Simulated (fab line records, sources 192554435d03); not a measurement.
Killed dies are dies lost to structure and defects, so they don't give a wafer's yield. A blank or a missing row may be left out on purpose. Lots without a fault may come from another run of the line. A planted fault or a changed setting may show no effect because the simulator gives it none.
Chamber matching | flow n5_finfet | N5_BEOL_M8_DEP_56 on pecvd-03: 3 sister chambers
The step deposits SiCN from 3MS/NH3, target thk 10 nm, time 17.5 s. 3 wafers are shown with their chamber, then 8 later ones without.

WAFERS WITH THEIR CHAMBER
wafer  | chamber | showerhead_plenum_p_Torr (Torr)
L084.3 | 0       | 3.645
L089.5 | 1       | 3.677
L088.1 | 2       | 3.689

WAFERS WITHOUT THEIR CHAMBER
wafer  | showerhead_plenum_p_Torr (Torr)
L088.3 | 3.665
L088.4 | 3.648
L092.1 | 3.676
L092.4 | 3.672
L092.6 | 3.687
L090.2 | 3.687
L090.5 | 3.668
L090.6 | 3.682

WHICH CHAMBER EACH WENT THROUGH
wafer  | from the rows above          | in truth
L088.3 | can't be placed: 1 or 0 or 2 | 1
L088.4 | 0                            | 0
L092.1 | can't be placed: 1 or 2      | 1
L092.4 | can't be placed: 1 or 2      | 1
L092.6 | can't be placed: 2 or 1      | 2
L090.2 | can't be placed: 2 or 1      | 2
L090.5 | can't be placed: 1 or 2      | 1
L090.6 | can't be placed: 1 or 2      | 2
Placed correctly: 1 of 8. Can't be placed from these rows: 7 (the true chamber is among the candidates in 7). Placed wrongly: 0.
How it was worked out, from the rows above alone: a wafer's distance from a chamber is the root of the sum, over the readings, of the square of ((its reading less the chamber's mean) divided by the reading's scatter). The wafer belongs to the nearest chamber; if the next one is less than 2 further off, it can't be placed. A chamber's mean is the mean of its shown wafers. The scatter: with one shown wafer a chamber, the root of the mean of the squares of how far each hidden wafer lies from its nearest shown one.
